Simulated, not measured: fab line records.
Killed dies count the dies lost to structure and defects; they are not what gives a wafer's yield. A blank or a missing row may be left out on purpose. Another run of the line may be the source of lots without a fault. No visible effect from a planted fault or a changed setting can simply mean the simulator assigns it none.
What tool caused it? ; flow nand-harc ; 11 lots with 33 wafers sampled at 5 steps, on a route of 1302 steps

## WHAT THE GAUGES SHOWED, per wafer
NHARC_END_SORT_01. Usual: killed-at-array 55, standard deviation 23; killed-at-other 1.0, standard deviation 1.2; killed-at-periphery 3.2, standard deviation 2.7; killed-dies 59, standard deviation 23; killed-open 3.1, standard deviation 1.6; killed-short 2.2, standard deviation 1.5.
lot;measured;on;killed-at-array;killed-at-other;killed-at-periphery;killed-dies;killed-open;killed-short;flag
L601;day 27 00:41;prober-01;673 674 672;0 1 0;4 2 5;677 677 677;2 4 3;5 3 2;OFF
L602;day 28 02:21;prober-01;670 676 675;1 0 1;6 1 1;677 677 677;4 2 2;0 0 2;OFF

## WHAT TOOL EACH LOT RAN ON (gives the tool, then ch and the chambers of the sampled wafers, and finally the start)
lot;NHARC_A_CHANNEL_HOLE_D1_ETCH_21;NHARC_A_CHANNEL_HOLE_D1_ETCH_33;NHARC_A_CHANNEL_HOLE_D1_ETCH_44;NHARC_A_CHANNEL_FILL_D1_ETCHBACK_19
L596;har-etch-01 ch 0,1, day 9 12:52;har-etch-01 ch 0,1, day 9 16:22;rie-diel-03 ch 2,3, day 9 17:04;rie-si-06 ch 0,1,2, day 10 18:27
L597;har-etch-02 ch 0,1, day 10 09:31;har-etch-02 ch 0,1, day 10 12:57;rie-diel-03 ch 1,2,3, day 10 13:39;rie-si-02 ch 0,1,2, day 11 14:54
L601;har-etch-01 ch 0, day 11 12:16;har-etch-01 ch 0, day 11 15:45;rie-diel-03 ch 0,2, day 11 16:28;rie-si-06 ch 2,3, day 12 17:50
L602;har-etch-01 ch 0,1, day 12 00:39;har-etch-01 ch 0,1, day 12 04:09;rie-diel-03 ch 0,1,3, day 12 04:52;rie-si-01 ch 0,1,3, day 13 07:01
L608;har-etch-02 ch 0,1, day 14 11:19;har-etch-02 ch 0,1, day 14 14:50;rie-diel-03 ch 1,2,3, day 14 15:35;rie-si-01 ch 1,2,3, day 15 16:47
L610;har-etch-02 ch 0,1, day 15 03:02;har-etch-02 ch 0,1, day 15 06:32;rie-diel-03 ch 0,2,3, day 15 07:15;rie-si-01 ch 0,1,2, day 16 09:17
L612;har-etch-02 ch 0,1, day 16 00:07;har-etch-02 ch 0,1, day 16 12:01;rie-diel-03 ch 0,2,3, day 16 12:46;rie-si-01 ch 0,1,2, day 17 17:17
L613;har-etch-02 ch 0,1, day 16 12:37;har-etch-02 ch 0,1, day 16 16:11;rie-diel-03 ch 0,1, day 16 16:55;rie-si-01 ch 2,3, day 18 01:20
L614;har-etch-01 ch 0,1, day 16 21:07;har-etch-01 ch 0,1, day 17 00:39;rie-diel-02 ch 0,2,3, day 17 01:24;rie-si-02 ch 1,2,3, day 18 01:20
L617;har-etch-01 ch 0,1, day 17 21:22;har-etch-01 ch 0,1, day 18 00:56;rie-diel-03 ch 0,1,2, day 18 01:40;rie-si-02 ch 0,1,2, day 19 03:54
L616;har-etch-02 ch 0,1, day 17 22:13;har-etch-02 ch 0,1, day 18 01:38;rie-diel-08 ch 1,2, day 18 02:19;rie-si-06 ch 0,1,3, day 19 03:57
- NHARC_A_CHANNEL_HOLE_D1_ETCH_21: etches the open film in C4F8/O2/Ar, time 514.3 s, target depth 1600 nm.
- NHARC_A_CHANNEL_HOLE_D1_ETCH_33: etches the open film in C4F8/O2/Ar, time 90 s, target depth 400 nm.
- NHARC_A_CHANNEL_HOLE_D1_ETCH_44: etches the open film in CF4/O2, target depth 140 nm, overetch 14 nm, time 77 s.
- NHARC_A_CHANNEL_FILL_D1_ETCHBACK_19: etches the open film in HBr/Cl2, target depth 5 nm, time 1.7 s.

## WHAT THE TOOLS THEMSELVES READ (means of the sampled wafers that have a number; where no wafer has one, the mark that the record gives instead)
NHARC_A_CHANNEL_HOLE_D1_ETCH_21. Usual: drypump-motor-current-A 5.8 A, standard deviation 0.6; showerhead-plenum-p-Torr 3.66 Torr, standard deviation 0.091; throttle-valve-pct 32.155 %, standard deviation 0.0088.
lot;tool;drypump-motor-current-A (A);showerhead-plenum-p-Torr (Torr);throttle-valve-pct (%);flag
L596;har-etch-01;6.4;3.69;32.152;
L597;har-etch-02;5.5;3.69;32.158;
L601;har-etch-01;5.6;3.60;32.163;
L602;har-etch-01;6.0;3.64;32.153;
L608;har-etch-02;5.5;3.66;32.155;
L610;har-etch-02;5.4;3.61;32.161;
L612;har-etch-02;5.6;3.65;32.149;
L613;har-etch-02;5.4;3.60;32.156;
L614;har-etch-01;6.4;3.63;32.156;
L617;har-etch-01;6.4;3.62;32.165;
L616;har-etch-02;5.6;3.78;32.146;

NHARC_A_CHANNEL_HOLE_D1_ETCH_33. Usual: drypump-motor-current-A 5.8 A, standard deviation 0.6; rf-fwd-power-W 1983 W, standard deviation 7.1; showerhead-plenum-p-Torr 3.70 Torr, standard deviation 0.093; throttle-valve-pct 27.620 %, standard deviation 0.0091.
lot;tool;drypump-motor-current-A (A);rf-fwd-power-W (W);showerhead-plenum-p-Torr (Torr);throttle-valve-pct (%);flag
L596;har-etch-01;6.4;1994;3.73;27.617;
L597;har-etch-02;5.5;1984;3.73;27.612;
L601;har-etch-01;5.6;1981;3.64;27.616;
L602;har-etch-01;6.0;1984;3.67;27.614;
L608;har-etch-02;5.6;1982;3.70;27.617;
L610;har-etch-02;5.4;1984;3.64;27.621;
L612;har-etch-02;5.6;1977;3.69;27.623;
L613;har-etch-02;5.3;1983;3.63;27.612;
L614;har-etch-01;6.4;1991;3.67;27.618;
L617;har-etch-01;6.4;1981;3.66;27.626;
L616;har-etch-02;5.6;1986;3.82;27.620;

NHARC_A_CHANNEL_HOLE_D1_ETCH_44. Usual: for cf4-flow-sccm, 79.98 sccm with a standard deviation of 0.23; for drypump-motor-current-A, 5.5 A with a standard deviation of 0.7; for oes-product-au, 1.000 a.u. with a standard deviation of 0.0078; for rf-fwd-power-W, 297.7 W with a standard deviation of 1.2; for rf-vpp-V, 198.1 V with a standard deviation of 1.3; for showerhead-plenum-p-Torr, 1.35 Torr with a standard deviation of 0.046; for throttle-valve-pct, 13.397 % with a standard deviation of 0.0091.
lot;tool;cf4-flow-sccm (sccm);drypump-motor-current-A (A);oes-product-au (a.u.);rf-fwd-power-W (W);rf-vpp-V (V);showerhead-plenum-p-Torr (Torr);throttle-valve-pct (%);flag
L596;rie-diel-03;79.95;5.5;0.995;298.5;198.0;1.37;13.404;
L597;rie-diel-03;80.08;5.4;1.003;297.0;198.4;1.35;13.402;
L601;rie-diel-03;80.04;5.8;1.010;298.4;197.6;1.34;13.401;
L602;rie-diel-03;79.85;5.1;1.003;297.8;197.4;1.32;13.391;
L608;rie-diel-03;80.08;5.4;0.993;298.0;197.6;1.35;13.395;
L610;rie-diel-03;79.99;5.6;0.992;297.8;198.2;1.35;13.397;
L612;rie-diel-03;79.96;5.6;0.998;297.8;197.9;1.35;13.397;
L613;rie-diel-03;79.98;5.1;1.008;298.2;196.3;1.29;13.396;
L614;rie-diel-02;80.18;5.8;1.004;296.6;199.4;1.36;13.402;
L617;rie-diel-03;79.96;5.6;0.997;297.7;198.0;1.33;13.394;
L616;rie-diel-08;80.07;5.6;0.999;298.1;197.3;1.36;13.386;

NHARC_A_CHANNEL_FILL_D1_ETCHBACK_19. Usual: bias-w 99.98 W, standard deviation 0.28; chamber-pressure-mTorr 14.999 mTorr, standard deviation 0.013; drypump-motor-current-A 6.1 A, standard deviation 0.44; oes-product-au 0.999 a.u., standard deviation 0.0084; rf-fwd-power-W 390.1 W, standard deviation 1.3; throttle-valve-pct 26.406 %, standard deviation 0.0099.
lot;tool;bias-w (W);chamber-pressure-mTorr (mTorr);drypump-motor-current-A (A);oes-product-au (a.u.);rf-fwd-power-W (W);throttle-valve-pct (%);flag
L596;rie-si-06;99.89;14.979;6.1;0.992;389.9;26.411;
L597;rie-si-02;100.02;14.993;5.7;0.997;389.8;26.408;
L601;rie-si-06;-;-;-;-;-;-;OFF
L602;rie-si-01;-;-;-;-;-;-;OFF
L608;rie-si-01;100.02;14.996;6.1;0.999;389.8;26.398;
L610;rie-si-01;99.44;14.990;6.1;0.997;391.3;26.403;
L612;rie-si-01;100.03;15.003;6.1;0.998;390.3;26.401;
L613;rie-si-01;100.14;14.993;6.3;0.993;390.1;26.410;
L614;rie-si-02;100.12;14.998;6.2;1.000;391.5;26.400;
L617;rie-si-02;99.93;15.006;5.8;1.008;390.7;26.405;
L616;rie-si-06;99.91;15.001;6.1;1.010;388.6;26.398;

## THE ANSWER, worked out from the rows above alone
Rule: a lot counts as off when the mean over its wafers that have a number is more than 3 standard deviations away from the usual mean. A lot without any number at a reading at which 4 lots or more have one is off too. Where the step has rows for the other lots, those lots are counted as sound. Order of review: gauges by route order, followed by the tools' own readings, for which a lot's mean as printed above is used. The first step at which some lot is off is used, and at that step the reading that is off furthest; a lot without a number counts as furthest.
Off, at NHARC_END_SORT_01 on killed-at-array: L601, L602. Neither off nor sound, because the step has no rows for them: L596, L597, L608, L610, L612, L613, L614, L617, L616.
If a tool, at a process step before that reading, ran all the lots that are off and no sound lot after the first of them, it fits. Not tried: the gauges at NHARC_END_SORT_01; whatever is off there is also off at NHARC_A_CHANNEL_FILL_D1_ETCHBACK_19, on other tools, and gauge error can't account for it. Undecided on this evidence; 2 tools fit (har-etch-01 at NHARC_A_CHANNEL_HOLE_D1_ETCH_21 and NHARC_A_CHANNEL_HOLE_D1_ETCH_33, rie-diel-03 at NHARC_A_CHANNEL_HOLE_D1_ETCH_44).

## WHAT THE SIMULATOR PUT IN
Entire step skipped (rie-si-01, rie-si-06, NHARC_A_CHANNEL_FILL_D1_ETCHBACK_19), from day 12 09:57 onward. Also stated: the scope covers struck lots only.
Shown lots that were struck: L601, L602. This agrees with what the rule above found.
